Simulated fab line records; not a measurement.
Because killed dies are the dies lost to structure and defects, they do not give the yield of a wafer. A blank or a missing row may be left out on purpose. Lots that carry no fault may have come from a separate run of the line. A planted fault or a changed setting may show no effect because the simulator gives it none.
Comparing a struck lot with a sound one :: flow nand_harc :: 11 out of 1159 route steps
Sound: these wafers, L717.1, L717.3, L717.5. The struck wafers were L723.1, L723.2, L723.3. Last of all comes the cause.
At each step with rows: each side's tool, then ch and its chambers, then its first start. Under that, the readings that differ: sound wafers :: struck wafers :: difference of the means :: sigmas: that difference in standard deviations of wafers without a fault.
alike: a reading whose means differ by less than 2 such deviations, as well as words and numbers matching on both sides. not compared: withheld readings; readings where some wafer has no value; bounds like >300 that might hide an equal value; numbers whose values overlap and for which the record gives no deviation.
A row with sigmas, a row that says differs or no value, or rows on one side alone: a step with any of these is where the two part. When numbers do not overlap yet have no deviation, they are printed without sigmas and do not part them. Lack of a reading on every wafer of one side parts them only where that side has two or more wafers.

first, 1 step without rows for these wafers: NHARC_A_WL_FILL_CVD_23 (deposits poly-Si, target thk 40 nm, time 800 s).
NHARC_A_WL_FILL_ETCHBACK_26: etches the open film in HBr, target depth 52 nm, time 13.3 s.
  sound on rie_si-01 ch 1,2,3, day 16 00:37; struck on rie_si-01 ch 0,1,3, day 16 22:30
  alike: drypump_motor_current_A, oes_product_au, rf_fwd_power_W, throttle_valve_pct
  not compared: rf_hours_counter_h
then, 2 steps without rows for these wafers: NHARC_A_WL_FILL_PRECLEAN_30 (cleans in dHF, time 10 s); NHARC_A_WL_FILL_SRD_14.
NHARC_A_WL_FILL_ALD_19: deposits TiN, target thk 2 nm, pulse time 3 s, ald cycles 100.
  sound on ald_metal-02 ch 1,2,3, day 16 00:53; struck on ald_metal-02 ch 0,2,3, day 16 22:46
  alike: heater_power_w, precursor_pulse_height_rel
NHARC_A_WL_FILL_CVD_20: deposits W, target thk 75 nm, time 5064 s.
  sound: cvd_w-01 ch 0,1; struck: cvd_w-02 ch 0,1
  alike: heater_power_w, mfc_wf6_sccm, throttle_valve_pct
NHARC_A_WL_FILL_CMP_12: polishes, t overpolish 30 s, target thk 75 nm.
  sound on cmp-02 ch 0,1,3, day 16 12:42; struck on cmp-04 ch 0,1,3, day 17 12:31
  alike: motor_current_A, overpolish_run_s, time_to_endpoint_s
following that, these wafers have no rows for 1 step: NHARC_A_WL_FILL_SRD_31.
NHARC_A_WL_FILL_INSPECT_15:
  sound on defect_inspect-02 at day 16 13:08; struck on defect_inspect-01 at day 17 13:01
  alike: raw_defect_count
NHARC_A_CONTACT_DEP_24: deposits SiO2, target thk 500 nm.
  sound on pecvd-04 ch 0,1, day 16 13:13; struck on pecvd-04 ch 0,1,2, day 17 13:54
  alike: heater_power_w, rf_fwd_power_W, throttle_valve_pct
following that, these wafers have no rows for 1 step: NHARC_END_SORT_01.

## WHERE THEY PART
Nowhere in this record.

WHY: the cause the simulator had injected
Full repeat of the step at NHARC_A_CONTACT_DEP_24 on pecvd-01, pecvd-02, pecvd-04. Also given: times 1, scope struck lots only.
